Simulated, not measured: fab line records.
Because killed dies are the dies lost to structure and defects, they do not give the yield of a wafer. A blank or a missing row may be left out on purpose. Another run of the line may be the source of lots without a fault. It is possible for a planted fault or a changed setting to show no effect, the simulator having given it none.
Comparing a struck lot with a sound one | flow n5 finfet | 43 out of 1938 route steps
Sound: wafers L447.2, L447.3, L447.6. Struck: wafer L455.6 (left out: L455.4, a lot-mate that was not struck); the cause follows at the end.
Each step with rows lists, per side, the tool, then ch with its chambers, then its first start. Under that, the readings that differ: sound wafers | struck wafers | difference of the means | sigmas: that difference in standard deviations of wafers without a fault.
alike: readings whose means differ by less than 2 such deviations, and words and numbers that are the same on both sides. not compared: withheld readings, readings that some wafer has no value for, bounds like >300 that may hide the same value, and numbers for which the record gives no deviation and whose values overlap.
The two part at a step that has a row with sigmas, a row that says differs or no value, or rows on one side only. Numbers that don't overlap but have no deviation are shown without sigmas and don't part them. Lack of a reading on every wafer of one side parts them only where that side has two or more wafers.

N5_BEOL_M8_SPUTTER_48: material Cu, target thk 10 nm, time 1.667 s.
  sound on pvd sputter-02, day 10 07:38; struck on pvd sputter-03, day 12 04:20
  alike: cathode dc power W, chamber pressure pa, throttle valve pct
then, 3 steps without rows for these wafers: N5_BEOL_M8_ECD_50 (material Cu, target thk 300 nm); N5_BEOL_M8_ANNEAL_51 (time 90 s); N5_BEOL_M8_CMP_52 (polishes, stops on SiCOH lowk, t overpolish 6.9 s, target thk 80 nm).
N5_BEOL_M8_THK_MEAS_53: measures by xrf.
  sound on film metro-01, day 10 08:26; struck on film metro-02, day 12 05:32
  alike: M8_THK
then, 2 steps without rows for these wafers: N5_BEOL_M8_PRE_CLEAN_55 (time 15 s); N5_BEOL_M8_DEP_56 (deposits SiCN from 3MS/NH3, target thk 10 nm, time 17.5 s).
N5_BEOL_M8_RS_MEAS_57: measurement is done with a four-point probe.
  sound on film metro-01, day 10 08:36; struck on film metro-02, day 12 05:40
  alike: M8_RS
N5_BEOL_M8_INSPECT_58: inspects for defects (darkfield).
  sound on defect inspect-02, day 10 08:38; struck on defect inspect-02, day 12 05:41
  alike: raw defect count
then, 2 steps without rows for these wafers: N5_BEOL_M9_ILD_DEP_00 (deposits SiCOH lowk from DEMS/porogen, target thk 308.51 nm, time 58 s); N5_BEOL_M9_CURE_71 (cures SiCOH lowk, time 240 s).
N5_BEOL_M9_THK_MEAS_01:
  sound on film metro-01, day 10 09:16; struck on film metro-02, day 12 06:47
  alike: M9_ILD_THK
N5_BEOL_M9_PECVD_70: deposits SiO2 from TEOS/O2, target thk 20 nm, time 22.7 s.
  sound on pecvd-03 ch 0,1, day 10 09:17; struck on pecvd-02 ch 1, day 12 06:50
  reading                                    | sound      | struck | difference | sigmas
  model.SiO2_of_BEOL_M9_PECVD_70.thk nm (nm) | 20 20 20.6 | 23.2   | +3.0       |
  alike: heater power w, showerhead plenum p Torr, throttle valve pct
N5_BEOL_M9_HM_DEP_02: deposits TiN, target thk 20 nm.
  sound on pvd sputter-01, day 10 09:58; struck on pvd sputter-02, day 12 08:42
  alike: chamber pressure pa, throttle valve pct
then, 8 steps without rows for these wafers: N5_BEOL_M9_COAT_59 (time 60 s, resist thk 100 nm); N5_BEOL_M9_COAT_60 (time 60 s, resist thk 30 nm); N5_BEOL_M9_COAT_05 (resist thk 90 nm); N5_BEOL_M9_EBR_07; N5_BEOL_M9_SOFTBAKE_06 (time 60 s); N5_BEOL_M9_EXPOSE_08 (exposes mask M9); N5_BEOL_M9_PEB_09 (peb time 60 s); N5_BEOL_M9_DEVELOP_10 (develop time 30 s).
N5_BEOL_M9_CD_MEAS_11: the cd target is 64.1 nm.
  sound on cd sem-03 ch 0, day 10 10:20; struck on cd sem-03 ch 0, day 12 09:05
  alike: cd nm
N5_BEOL_M9_OVL_MEAS_12:
  sound on overlay-01 ch 0, day 10 10:22; struck on overlay-02 ch 0, day 12 09:07
  alike: M9_OVL
N5_BEOL_M9_INSPECT_13: inspects for defects (brightfield).
  sound on defect inspect-01, day 10 10:23; struck on defect inspect-02, day 12 09:08
  alike: raw defect count
N5_BEOL_M9_DESCUM_16: chemistry O2, time 7.9 s.
  sound on rie diel-01 ch 0,1,3, day 10 10:34; struck on rie diel-03 ch 1, day 12 09:10
  alike: drypump motor current A, oes product au, rf vpp V, showerhead plenum p Torr, throttle valve pct
  not compared: rf hours counter h
N5_BEOL_M9_ETCH_61: etches SiARC in CF4, target depth 39 nm, time 65 s.
  sound on rie diel-01 ch 0,1,3, day 10 10:37; struck on rie diel-03 ch 1, day 12 09:12
  alike: bias w, drypump motor current A, etch rf on time s, oes product au, rf vpp V, showerhead plenum p Torr, throttle valve pct
  not compared: rf hours counter h
then, 2 steps without rows for these wafers: N5_BEOL_M9_ETCH_62 (etches SOC in N2/H2, target depth 110 nm, overetch 22 nm, time 165 s); N5_BEOL_M9_STRIP_68 (strips in N2/H2).
N5_BEOL_M9_STRIP_67: strips in CF4.
  sound on rie diel-01 ch 0,1,3, day 10 10:48; struck on rie diel-03 ch 2, day 12 09:24
  reading      | sound             | struck | difference | sigmas
  rf vpp V (V) | 271.9 268.9 268.1 | 273.7  | +4.1       | +3
  alike: drypump motor current A, oes product au, showerhead plenum p Torr, throttle valve pct
  not compared: rf hours counter h
then, 2 steps without rows for these wafers: N5_BEOL_M9_HM_OPEN_17 (chemistry Cl2/BCl3, target TiN, target depth 20 nm, overetch 6 nm); N5_BEOL_M9_STRIP_19 (strips in O2).
N5_BEOL_M9_CD_MEAS_18: pitch 140 nm, target cd 70 nm.
  sound on cd sem-03, day 10 11:02; struck on cd sem-01, day 12 09:47
  alike: cd nm
then, 9 steps without rows for these wafers: N5_BEOL_M9_COAT_63 (time 60 s, resist thk 60 nm); N5_BEOL_M9_COAT_64 (time 60 s, resist thk 12 nm); N5_BEOL_M9_COAT_75 (time 60 s, resist thk 5 nm); N5_BEOL_M9_COAT_22 (resist thk 30 nm); N5_BEOL_M9_EBR_24; N5_BEOL_M9_SOFTBAKE_23 (time 60 s); N5_BEOL_M9_EXPOSE_25 (exposes mask V8); N5_BEOL_M9_PEB_26 (peb time 60 s); N5_BEOL_M9_DEVELOP_27 (develop time 30 s).
N5_BEOL_M9_HM_STRIP_39: strips TiN in peroxide tin strip, target depth 25 nm, time 158 s.
  sound on wet bench-05 ch 0,3,4, day 10 13:15; struck on wet bench-02 ch 4, day 12 12:02
  reading                                    | sound          | struck | difference | sigmas
  model.SiO2_of_BEOL_M9_PECVD_70.thk nm (nm) | 19.8 19.8 20.4 | 23     | +3         |
  alike: bath guard temp C

WHERE THEY PART
Only at N5_BEOL_M9_STRIP_67, as far as this record shows. Later steps at which nothing parts them and some readings are alike: N5_BEOL_M9_CD_MEAS_18, N5_BEOL_M9_HM_STRIP_39.

WHY: what had been put in by the simulator
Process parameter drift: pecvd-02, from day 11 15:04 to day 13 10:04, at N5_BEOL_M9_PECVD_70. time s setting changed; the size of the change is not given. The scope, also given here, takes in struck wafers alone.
